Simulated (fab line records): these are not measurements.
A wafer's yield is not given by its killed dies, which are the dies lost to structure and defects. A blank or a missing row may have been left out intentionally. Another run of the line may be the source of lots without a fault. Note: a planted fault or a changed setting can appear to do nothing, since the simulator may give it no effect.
Split-lot trial -- flow n5 finfet -- 7 lots, 21 wafers read, on a route of 1938 steps

## THE SPLIT
At N5_BEOL_M9_EXPOSE_08 (exposes mask M9), the setting dose mj was moved away from the recipe's 53.75 on 7 of the 21 wafers read, by -4.5% to +4.2%. For the rest of the wafers, this setting stayed at what the recipe calls for.

## FROM THE SPLIT TO THE READING: what the file shows between them, 2 steps
- N5_BEOL_M9_PEB_09: peb time 60 s
- N5_BEOL_M9_DEVELOP_10: develop time 30 s

## THE READING
cd nm at N5_BEOL_M9_CD_MEAS_11, given in nm (cd target 64.1 nm). Fault-free wafers of this fab line usually give 64.2 nm, standard deviation 0.69 nm.

wafer,"tool, chamber at the split",dose mj as run,against the recipe,"cd nm, nm",against lot-mates on the recipe
L075.1,"arfi scanner-01, 0",53.75,recipe,64.0,-
L075.2,"arfi scanner-01, 0",56.02,+4.2%,67.1,+3.0
L075.4,"arfi scanner-01, 0",53.75,recipe,64.2,-
L082.2,"arfi scanner-02, 0",53.75,recipe,63.1,-
L082.3,"arfi scanner-02, 0",53.75,recipe,64.0,-
L082.5,"arfi scanner-02, 0",53.75,recipe,63.7,-
L085.4,"arfi scanner-03, 0",53.75,recipe,64.2,-
L085.5,"arfi scanner-03, 0",53.75,recipe,64.7,-
L085.6,"arfi scanner-03, 0",53.75,recipe,63.6,-
L086.2,"arfi scanner-03, 0",51.33,-4.5%,60.5,-2.7
L086.3,"arfi scanner-03, 0",53.75,recipe,63.2,-
L086.4,"arfi scanner-03, 0",53.75,recipe,63.1,-
L087.1,"arfi scanner-01, 0",55.04,+2.4%,65.2,+0.8
L087.2,"arfi scanner-01, 0",55.04,+2.4%,65.0,+0.6
L087.6,"arfi scanner-01, 0",53.75,recipe,64.4,-
L089.1,"arfi scanner-03, 0",53.75,recipe,62.5,-
L089.2,"arfi scanner-03, 0",53.75,recipe,63.5,-
L089.4,"arfi scanner-03, 0",53.75,recipe,63.6,-
L091.1,"arfi scanner-03, 0",52.31,-2.7%,61.5,no lot-mate on the recipe
L091.4,"arfi scanner-03, 0",52.31,-2.7%,62.2,no lot-mate on the recipe
L091.6,"arfi scanner-03, 0",52.31,-2.7%,62.5,no lot-mate on the recipe

FIT RESULTS
A straight line over all 21 wafers: cd nm changes by +0.684 nm for each +1% of dose mj; r = +0.92; the points scatter about the line by 0.55 nm.
The same after taking each lot's own level away (the mean of its wafers on the recipe; 18 wafers): +0.568 nm for each +1%; r = +0.92; scatter 0.43 nm.
Per that fit: largest dose mj move, reading shift of 2.6 nm.
From 63.15 to 64.40 nm: that is the span of the lots' own levels, equal to 1.8 times the standard deviation above.
Thus the slope moves with the lot-to-lot level: the two fits are different.
Check: with one of the wafers moved furthest among these (-4.5%) left out of the fit, the line predicts -2.55 nm for it against its lot-mates. Against them it came out at -2.65 nm.

## FURTHER SPLITS ON THESE WAFERS
Other splits were also applied to these wafers ahead of the reading. Each is held against what the fit with the lots' levels taken away leaves over:
other split on the same wafers,wafers away from the commonest value,r with cd nm (lot level and that fit taken away)
N5_BEOL_M7_DESCUM_33 time s,5,+0.07
N5_BEOL_M8_ETCH_61 bias w,9,+0.31
N5_BEOL_M8_ETCH_62 source w,9,+0.22
N5_BEOL_M9_COAT_60 spin rpm,8,-0.55

## THE FILE'S OWN FIT
cd nm changes by +0.595 nm for each +1% of dose mj, r = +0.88.
